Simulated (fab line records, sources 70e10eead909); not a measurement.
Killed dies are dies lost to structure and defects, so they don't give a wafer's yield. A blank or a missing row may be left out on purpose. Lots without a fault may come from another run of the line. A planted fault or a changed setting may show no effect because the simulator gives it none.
Tool commonality check | flow nand_harc | 4 lots, 12 wafers sampled

WHY IT WAS OPENED
At NHARC_END_SORT_01 the reading killed_at_periphery is flagged on 2 of 4 lots. Wafers without a fault read 3.2, standard deviation 2.3.
Rule: a lot is flagged when every wafer of it that has a number lies more than 4 standard deviations from that mean, or none has a number. The other lots count as sound.

lot  | measured     | on        | killed_at_periphery, wafer by wafer | flag
L418 | day 20 22:35 | prober-01 | 1 4 3                               |
L421 | day 21 07:10 | prober-01 | 103 108 74                          | FLAGGED
L420 | day 21 14:54 | prober-02 | 2 5 6                               |
L422 | day 22 01:38 | prober-02 | 55 61 104                           | FLAGGED
The numbers of the flagged lots are 84.2 on average: +81.0 against the usual, or +35 standard deviations.

WHICH TOOL RAN EACH LOT
The record holds 4 process steps before the reading, out of a route of 1159 steps. In each cell: the tool, then ch and the chambers that the sampled wafers went through, then the start.
lot  | flag    | NHARC_P_M2_ETCH_15                | NHARC_A_BONDPAD_PVD_17                  | NHARC_A_BONDPAD_CMP_19        | NHARC_THIN_TSV_DESCUM_35
L418 |         | rie_diel-04 ch 0,1, day 7 13:17   | pvd_sputter-02, day 19 20:01 or earlier | cmp-03 ch 0,2,3, day 19 20:01 | rie_diel-02 ch 0,1,3, day 20 14:20
L421 | FLAGGED | rie_diel-04 ch 0,1,3, day 8 05:04 | pvd_sputter-01, day 20 06:38 or earlier | cmp-01 ch 0,1,2, day 20 06:38 | rie_diel-12 ch 0,3, day 21 00:37
L420 |         | rie_diel-04 ch 2,3, day 8 03:56   | pvd_sputter-02, day 20 06:58 or earlier | cmp-01 ch 0,3, day 20 06:58   | rie_diel-12 ch 0,2,3, day 21 03:55
L422 | FLAGGED | rie_diel-04 ch 0,1,2, day 8 11:42 | pvd_sputter-03, day 20 20:28 or earlier | cmp-04 ch 0,1, day 20 20:28   | rie_diel-03 ch 1,2,3, day 21 16:51
What these steps do:
- NHARC_P_M2_ETCH_15: etches the open film in C4F8/Ar, target depth 182.5 nm, time 91.2 s.
- NHARC_A_BONDPAD_PVD_17: deposits TaN, target thk 5 nm, time 8.06 s.
- NHARC_A_BONDPAD_CMP_19: polishes, t overpolish 30 s, cu recess touch 16 s, target thk 169.8 nm.
- NHARC_THIN_TSV_DESCUM_35: chemistry O2, time 3 s.
- NHARC_END_SORT_01

FLAGGED OVER TOTAL, TOOL BY TOOL (the gauges that took the reading come last)
step                     | tool           | lots run | flagged | share of the flagged lots | sound lots run after its first flagged lot
NHARC_P_M2_ETCH_15       | rie_diel-04    | 4        | 2       | all                       | 0
NHARC_A_BONDPAD_PVD_17   | pvd_sputter-01 | 1        | 1       | some                      | 0
NHARC_A_BONDPAD_PVD_17   | pvd_sputter-02 | 2        | 0       | none                      | -
NHARC_A_BONDPAD_PVD_17   | pvd_sputter-03 | 1        | 1       | some                      | 0
NHARC_A_BONDPAD_CMP_19   | cmp-01         | 2        | 1       | some                      | 1 (L420)
NHARC_A_BONDPAD_CMP_19   | cmp-03         | 1        | 0       | none                      | -
NHARC_A_BONDPAD_CMP_19   | cmp-04         | 1        | 1       | some                      | 0
NHARC_THIN_TSV_DESCUM_35 | rie_diel-02    | 1        | 0       | none                      | -
NHARC_THIN_TSV_DESCUM_35 | rie_diel-03    | 1        | 1       | some                      | 0
NHARC_THIN_TSV_DESCUM_35 | rie_diel-12    | 2        | 1       | some                      | 1 (L420)
NHARC_END_SORT_01        | prober-01      | 2        | 1       | some                      | 0
NHARC_END_SORT_01        | prober-02      | 2        | 1       | some                      | 0
NHARC_A_BONDPAD_PVD_17 gives no start for some lots, so the hours and the order of its lots are those of NHARC_A_BONDPAD_CMP_19.

WHAT THE TABLE ALLOWS
1 row of the table ran every flagged lot: rie_diel-04 at NHARC_P_M2_ETCH_15.
- rie_diel-04 at NHARC_P_M2_ETCH_15: 2 of its 4 lots flagged. Its last sound lot is L420 (day 8 03:56), its first flagged lot L421 (day 8 05:04): a fault that began between those two fits.
One tool is left: rie_diel-04 at NHARC_P_M2_ETCH_15.

WHAT THE SIMULATOR HAD PUT IN
Chamber particle source: rie_diel-04, from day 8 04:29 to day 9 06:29, at NHARC_P_M2_ETCH_15. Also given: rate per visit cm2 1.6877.
Lots struck among those shown: L421, L422. The rule above found the same.
